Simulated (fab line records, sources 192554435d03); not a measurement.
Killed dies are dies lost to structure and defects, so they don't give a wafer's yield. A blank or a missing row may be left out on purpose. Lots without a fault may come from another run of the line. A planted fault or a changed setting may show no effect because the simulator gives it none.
Chamber matching | flow n5_finfet | N5_BEOL_M10_ILD_DEP_00 on pecvd-02: 3 sister chambers
The step deposits SiCOH lowk from DEMS/porogen, target thk 308.51 nm, time 58 s. 6 wafers are shown with their chamber, then 8 later ones without.

WAFERS WITH THEIR CHAMBER
wafer  | chamber | heater_power_w (W) | throttle_valve_pct (%)
L346.3 | 2       | 225                | 14.4
L351.2 | 0       | 244                | 13.7
L350.3 | 2       | 220                | 14.2
L350.5 | 1       | 380                | 13.0
L350.6 | 0       | 238                | 13.9
L353.1 | 1       | 397                | 12.8

WAFERS WITHOUT THEIR CHAMBER
wafer  | heater_power_w (W) | throttle_valve_pct (%)
L353.2 | 222                | 14.1
L353.6 | 407                | 12.6
L354.1 | 236                | 14.2
L354.3 | 250                | 13.6
L354.6 | 254                | 13.5
L355.1 | 396                | 13.0
L355.3 | 243                | 14.1
L355.4 | 307                | 13.7

WHICH CHAMBER EACH WENT THROUGH
wafer  | from the rows above     | in truth
L353.2 | can't be placed: 2 or 0 | 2
L353.6 | 1                       | 1
L354.1 | can't be placed: 2 or 0 | 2
L354.3 | 0                       | 0
L354.6 | 0                       | 0
L355.1 | 1                       | 1
L355.3 | can't be placed: 0 or 2 | 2
L355.4 | 0                       | 0
Placed correctly: 5 of 8. Can't be placed from these rows: 3 (the true chamber is among the candidates in 3). Placed wrongly: 0.
How it was worked out, from the rows above alone: a wafer's distance from a chamber is the root of the sum, over the readings, of the square of ((its reading less the chamber's mean) divided by the reading's scatter). The wafer belongs to the nearest chamber; if the next one is less than 2 further off, it can't be placed. A chamber's mean is the mean of its shown wafers. The scatter: the root of (the sum of the squares of (reading less its chamber's mean) over the shown wafers, divided by (wafers less chambers)).
